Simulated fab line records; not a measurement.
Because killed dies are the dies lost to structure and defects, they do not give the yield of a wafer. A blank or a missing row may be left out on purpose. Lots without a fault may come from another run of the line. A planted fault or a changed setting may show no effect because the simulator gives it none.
Chamber matching -- flow n5_finfet -- 4 sister chambers for N5_ILD0_LINER_00 on ald_sin-03
The step material SiNx, target thk 4 nm, pulse time 1 s, purge time 2 s. 22 wafers are shown with their chamber, then 11 later ones without.

== EACH WAFER AND ITS CHAMBER ==
wafer,chamber,heater_power_w (W),precursor_pulse_height_rel
L076.2,3,877,0.999
L076.3,0,959,1.015
L076.5,2,920,0.994
L081.2,3,882,1.003
L081.5,2,893,1.028
L081.6,3,845,0.966
L083.1,0,942,1.018
L083.2,1,715,1.026
L083.4,3,858,1.006
L084.2,2,900,0.983
L084.3,3,863,0.985
L084.6,3,847,1.001
L085.1,2,891,1.064
L085.3,0,951,0.976
L085.4,3,860,0.974
L089.1,2,891,1.029
L089.2,1,705,1.032
L089.3,0,931,0.983
L089.4,3,851,0.980
L089.5,1,698,0.964
L089.6,0,935,1.015
L094.2,1,701,1.016

SIGNATURES (averages over the wafers above)
reading,chamber 0,chamber 1,chamber 2,chamber 3,scatter within a chamber
heater_power_w,943.60,704.75,899.00,860.38,11.9
precursor_pulse_height_rel,1.00140,1.00950,1.01960,0.98925,0.0238
Rule: a wafer's distance from a chamber is the root of the sum, over the readings, of the square of ((its reading less the chamber's mean) divided by the reading's scatter). The wafer belongs to the nearest chamber; if the next one is less than 2 further off, it can't be placed. The scatter: the root of (the sum of the squares of (reading less its chamber's mean) over the shown wafers, divided by (wafers less chambers)).

== WAFERS WITH NO CHAMBER GIVEN ==
wafer,heater_power_w (W),precursor_pulse_height_rel
L094.3,891,1.021
L094.5,895,1.001
L095.4,933,1.008
L095.5,885,1.014
L095.6,726,0.982
L096.4,947,0.994
L096.5,712,1.010
L096.6,894,1.027
L097.1,696,1.010
L097.4,867,1.023
L097.5,957,1.009

== WHICH CHAMBER EACH WENT THROUGH ==
wafer,from the rows above,in truth
L094.3,2,2
L094.5,2,2
L095.4,can't be placed: 0 or 2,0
L095.5,can't be placed: 2 or 3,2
L095.6,1,1
L096.4,0,0
L096.5,1,1
L096.6,2,2
L097.1,1,1
L097.4,can't be placed: 3 or 2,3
L097.5,0,0
Placed correctly: 8 of 11. Cannot be placed on the basis of these rows: 3; the candidates contain the true chamber in 3. Placed wrongly: 0.
